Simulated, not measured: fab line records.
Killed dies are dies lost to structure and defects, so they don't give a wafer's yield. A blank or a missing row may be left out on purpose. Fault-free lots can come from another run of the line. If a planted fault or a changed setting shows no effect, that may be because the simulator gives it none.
What tool caused it? | flow nand_harc | 6 lots, 18 wafers sampled, at 5 steps of a route of 1302

== WHAT THE GAUGES READ, wafer by wafer ==
NHARC_END_SORT_01.
lot  | measured     | on        | defect_limited_yield (%)
L424 | day 27 09:38 | prober-02 | 91 89 88
L429 | day 29 04:10 | prober-02 | 94

== WHAT TOOL EACH LOT RAN ON (gives the tool, then ch and the chambers of the sampled wafers, and finally the start) ==
lot  | NHARC_A_M1_DEGAS_29          | NHARC_A_BONDPAD_ETCH_34            | NHARC_A_BONDPAD_PRE_CLEAN_26            | NHARC_A_BONDPAD_ANNEAL_28
L420 | pvd_sputter-03, day 23 13:43 | rie_diel-06 ch 1,2, day 23 18:23   | pvd_sputter-01, day 23 19:58 or earlier | rtp_anneal-01 ch 0, day 23 19:58
L421 | pvd_sputter-01, day 24 05:13 | rie_diel-05 ch 2,3, day 24 09:17   | pvd_sputter-01, day 24 10:53 or earlier | rtp_anneal-01 ch 0, day 24 10:53
L424 | pvd_sputter-03, day 25 03:15 | rie_diel-06 ch 0,2,3, day 25 06:55 | pvd_sputter-02, day 25 08:29 or earlier | rtp_anneal-01 ch 0, day 25 08:29
L425 | pvd_sputter-01, day 26 19:32 | rie_diel-05 ch 1,2, day 26 23:19   | pvd_sputter-01, day 27 00:54 or earlier | rtp_anneal-02 ch 0, day 27 00:54
L429 | pvd_sputter-01, day 27 17:45 | rie_diel-05 ch 0,1,3, day 27 21:32 | pvd_sputter-03, day 27 23:09 or earlier | rtp_anneal-02 ch 0, day 27 23:09
L436 | pvd_sputter-02, day 30 18:14 | rie_diel-11 ch 0,1,2, day 30 22:01 | pvd_sputter-03, day 30 23:37 or earlier | rtp_anneal-01 ch 0, day 30 23:37
- NHARC_A_M1_DEGAS_29: time 60 s.
- NHARC_A_BONDPAD_ETCH_34: etches the open film in N2/H2, target depth 60 nm, overetch 18 nm, time 65.91 s.
- NHARC_A_BONDPAD_PRE_CLEAN_26: time 30 s.
- NHARC_A_BONDPAD_ANNEAL_28: time 90 s.

== THE ANSWER, worked out from the rows above alone ==
Rule: the lots themselves supply what counts as usual. Put in order of their means at a reading, lots are off if they are a third of the lots or fewer, leave a main group of 4 or more, and stand apart from it by a gap of 3 or more times the standard deviation of the main group's means; of several such gaps the widest counts. A main group is skipped when, at the precision printed for the reading in the tables above, its means are all equal. Also off: a lot with no number at a reading for which 4 or more lots have one. Where the step has rows for the other lots, those lots are counted as sound.
No lot is off at any reading shown: from this, nothing can be told.

== WHAT HAD BEEN PUT IN BY THE SIMULATOR ==
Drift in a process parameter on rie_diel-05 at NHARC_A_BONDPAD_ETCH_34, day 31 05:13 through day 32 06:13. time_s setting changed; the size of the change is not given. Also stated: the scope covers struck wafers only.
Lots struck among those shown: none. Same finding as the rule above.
